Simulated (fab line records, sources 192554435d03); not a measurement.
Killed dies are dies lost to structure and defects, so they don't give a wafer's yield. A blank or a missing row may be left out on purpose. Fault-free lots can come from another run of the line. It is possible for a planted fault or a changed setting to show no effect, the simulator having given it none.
Lot-split experiment	flow n5_finfet	21 wafers read across 7 lots, on a route 1938 steps long

== ABOUT THE SPLIT ==
At N5_GATE_CUT_DESCUM_18 (chemistry O2, time 7 s), the setting time_s was moved away from the recipe's 7 s on 9 of the 21 wafers read, by -22.5% to +19.3%. For the rest of the wafers, this setting stayed at what the recipe calls for.

The file shows no step between the split and the reading.

== THE READING ==
CAR-EUV_of_GATE_CUT_COAT_07.thk_nm (the simulator's own value, which no gauge read), in nm, at N5_GATE_CUT_ETCH_28 (etches underlayer in N2/H2, target depth 13 nm, time 10.4 s). The file gives no usual value for it. Here, 12 wafers ran the recipe; their average is 14.7 nm with a standard deviation of 0.17 nm.

wafer	tool, chamber at the split	time_s as run, s	against the recipe	CAR-EUV_of_GATE_CUT_COAT_07.thk_nm, nm	against lot-mates on the recipe
L084.3	rie_diel-06, 3,1	8.082	+15.5%	14.2	-0.6
L084.4	rie_diel-06, 3,1	8.082	+15.5%	14.2	-0.6
L084.5	rie_diel-06, 0	7	recipe	14.8	-
L087.1	rie_diel-06, 1,0	7.742	+10.6%	14.2	-0.4
L087.5	rie_diel-06, 2	7	recipe	14.6	-
L087.6	rie_diel-06, 1,0	7.742	+10.6%	14.4	-0.2
L088.1	rie_diel-05, 3	7	recipe	14.4	-
L088.5	rie_diel-05, 1	7	recipe	14.4	-
L088.4	rie_diel-05, 1	8.35	+19.3%	13.8	-0.6
L090.1	rie_diel-06, 2,0	5.426	-22.5%	15.6	+1.0
L090.5	rie_diel-06, 2,0	5.426	-22.5%	15.6	+1.0
L090.2	rie_diel-06, 1	7	recipe	14.6	-
L093.2	rie_diel-02, 0	8.029	+14.7%	14.4	-0.4
L093.4	rie_diel-02, 2	7	recipe	14.8	-
L093.5	rie_diel-02, 0	8.029	+14.7%	14.2	-0.6
L095.1	rie_diel-05, 1,3,1	7	recipe	14.6	-
L095.2	rie_diel-05, 1,3,1	7	recipe	14.6	-
L095.5	rie_diel-05, 1,3,1	7	recipe	14.6	-
L096.3	rie_diel-02, 3,1,3	7	recipe	15	-
L096.5	rie_diel-02, 3,1,3	7	recipe	14.6	-
L096.6	rie_diel-02, 3,1,3	7	recipe	14.8	-
When a row names more than one chamber, that row covers several wafers, and the file does not tell which wafer ran in which chamber.

THE FIT
A straight line over all 21 wafers: CAR-EUV_of_GATE_CUT_COAT_07.thk_nm changes by -0.0369 nm for each +1% of time_s; r = -0.93; the points scatter about the line by 0.16 nm.
The same after taking each lot's own level away (the mean of its wafers on the recipe; 21 wafers): -0.039 nm for each +1%; r = -0.98; scatter 0.098 nm.
Per that fit: largest time_s move, reading shift of 0.88 nm.
The lots' own levels span 14.40 to 14.80 nm, that is 2.4 times the standard deviation above.
So the lot-to-lot level changes the slope little: the two slopes agree.
Check: with one of the wafers moved furthest among these (-22.5%) left out of the fit, the line predicts +0.875 nm for it against its lot-mates. Against them it came out at +1 nm.

== THESE WAFERS: OTHER SPLITS ==
These wafers also went through other splits before the reading. Each is held against what the fit with the lots' levels taken away leaves over:
other split on the same wafers	wafers away from the commonest value	r with CAR-EUV_of_GATE_CUT_COAT_07.thk_nm (lot level and that fit taken away)
N5_ZERO_LAYER_ETCH_18 icp_w	5	-0.04
N5_WELL_APT_COAT_02 spin_rpm	10	-0.25
N5_PMOS_HMC_CHANNEL_EPI_HM_DEP_34 time_s	9	+0.36
N5_PMOS_HMC_CHANNEL_EPI_PEB_07 peb_temp_c	9	+0.08
N5_DUMMY_GATE_CVD_03 temp_c	12	-0.01
N5_SD_EPI_N_ETCH_16 target_depth_a	6	-0.04
N5_SD_EPI_N_EPI_21 epi_growth_time_s	5	-0.06
N5_ILD0_CMP_12 down_force_psi	5	-0.24
N5_SDB_EXPOSE_08 dose_mj	8	-0.30

== THE WHOLE CHAIN: every reading that the file lists as answering this split, in the file's order ==
step	what it does	reading	change (the file's fit)	r (the file's)
N5_GATE_CUT_DESCUM_18	chemistry O2, time 7 s	CAR-EUV_of_GATE_CUT_COAT_07.thk_nm (the simulator's own value, which no gauge read)	-0.0393 nm for each +1% of the setting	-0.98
N5_GATE_CUT_ETCH_28	etches underlayer in N2/H2, target depth 13 nm, time 10.4 s	CAR-EUV_of_GATE_CUT_COAT_07.thk_nm (the simulator's own value, which no gauge read)	-0.0373 nm for each +1% of the setting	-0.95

== FILE'S OWN FIT ==
CAR-EUV_of_GATE_CUT_COAT_07.thk_nm changes by -0.0373 nm for each +1% of time_s, r = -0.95.
